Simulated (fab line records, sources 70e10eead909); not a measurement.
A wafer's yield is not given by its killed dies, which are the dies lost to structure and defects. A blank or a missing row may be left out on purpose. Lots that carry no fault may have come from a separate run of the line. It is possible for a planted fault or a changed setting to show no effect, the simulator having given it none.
What tool caused it? -- flow nand harc -- 11 lots, 32 wafers sampled, at 5 steps of a route of 1302

WHAT THE GAUGES SHOWED, per wafer
NHARC_END_SORT_01.
lot,measured,on,defect limited yield (%)
L857,day 30 22:38,prober-02,91.6 0
L860,day 32 00:02,prober-01,0 0 87.9

TOOL THAT RAN EACH LOT (tool first, then ch and the chambers of the sampled wafers, then the start)
lot,NHARC_A_M1_ETCH_15,NHARC_A_M1_ANNEAL_31,NHARC_A_BONDPAD_ETCH_12,NHARC_A_BONDPAD_STRIP_15
L842,"rie diel-01 ch 0,1,2, day 23 17:19 or earlier","rtp anneal-02 ch 0, day 23 17:19","rie diel-06 ch 0,1,3, day 23 20:19","rie diel-06 ch 1,2, day 23 20:31"
L844,"rie diel-01 ch 0,1, day 23 22:36 or earlier","rtp anneal-01 ch 0, day 23 22:36","rie diel-05 ch 0,1,3, day 24 01:39","rie diel-11 ch 0,1,3, day 24 01:53"
L841,"rie diel-04 ch 0,2,3, day 24 03:51 or earlier","rtp anneal-02 ch 0, day 24 03:51","rie diel-05 ch 2,3, day 24 06:56","rie diel-05 ch 0,3, day 24 07:09"
L847,"rie diel-10 ch 1,2, day 24 20:21 or earlier","rtp anneal-02 ch 0, day 24 20:21","rie diel-05 ch 0,3, day 24 23:29","rie diel-11 ch 2,3, day 24 23:45"
L848,"rie diel-01 ch 1,2,3, day 25 12:58 or earlier","rtp anneal-02 ch 0, day 25 12:58","rie diel-06 ch 0,1,3, day 25 16:05","rie diel-11 ch 0,1, day 25 16:17"
L850,"rie diel-01 ch 1,2,3, day 26 12:31 or earlier","rtp anneal-01 ch 0, day 26 12:31","rie diel-05 ch 1,2,3, day 26 15:49","rie diel-05 ch 1,2,3, day 26 16:02"
L851,"rie diel-10 ch 0,1,3, day 27 01:36 or earlier","rtp anneal-02 ch 0, day 27 01:36","rie diel-05 ch 1,2,3, day 27 05:05","rie diel-11 ch 0,2,3, day 27 05:18"
L857,"rie diel-04 ch 1,2, day 29 14:35 or earlier","rtp anneal-01 ch 0, day 29 14:35","rie diel-05 ch 1,2, day 29 17:43","rie diel-06 ch 0,3, day 29 17:58"
L860,"rie diel-01 ch 0,2,3, day 30 13:13 or earlier","rtp anneal-01 ch 0, day 30 13:13","rie diel-05 ch 1,2,3, day 30 16:13","rie diel-05 ch 0,1,3, day 30 16:27"
L861,"rie diel-04 ch 1,2,3, day 31 09:35 or earlier","rtp anneal-01 ch 0, day 31 09:35","rie diel-11 ch 0,1,2, day 31 12:38","rie diel-05 ch 0,1,2, day 31 12:51"
L864,"rie diel-10 ch 0,1,2, day 32 11:53 or earlier","rtp anneal-01 ch 0, day 32 11:53","rie diel-11 ch 0,2,3, day 32 14:57","rie diel-06 ch 1,2,3, day 32 15:12"
- NHARC_A_M1_ETCH_15: etches the open film in C4F8/Ar, target depth 182.5 nm, time 91.2 s.
- NHARC_A_M1_ANNEAL_31: time 90 s.
- NHARC_A_BONDPAD_ETCH_12: etches the open film in CHF3/O2, target depth 220 nm, time 110 s.
- NHARC_A_BONDPAD_STRIP_15: strips in O2.

THE ANSWER, worked out from the rows above alone
Rule: usual is defined by the lots themselves. Put in order of their means at a reading, lots are off if they are a third of the lots or fewer, leave a main group of 4 or more, and stand apart from it by a gap of 3 or more times the standard deviation of the main group's means; of several such gaps the widest counts. The tables above print the reading to a certain number of digits; a main group whose means all agree to those digits is not used. A lot without any number at a reading at which 4 lots or more have one is off too. Any other lot the step has rows for is counted as sound.
Nothing can be told from this: no lot is off at any reading shown.

WHAT HAD BEEN PUT IN BY THE SIMULATOR
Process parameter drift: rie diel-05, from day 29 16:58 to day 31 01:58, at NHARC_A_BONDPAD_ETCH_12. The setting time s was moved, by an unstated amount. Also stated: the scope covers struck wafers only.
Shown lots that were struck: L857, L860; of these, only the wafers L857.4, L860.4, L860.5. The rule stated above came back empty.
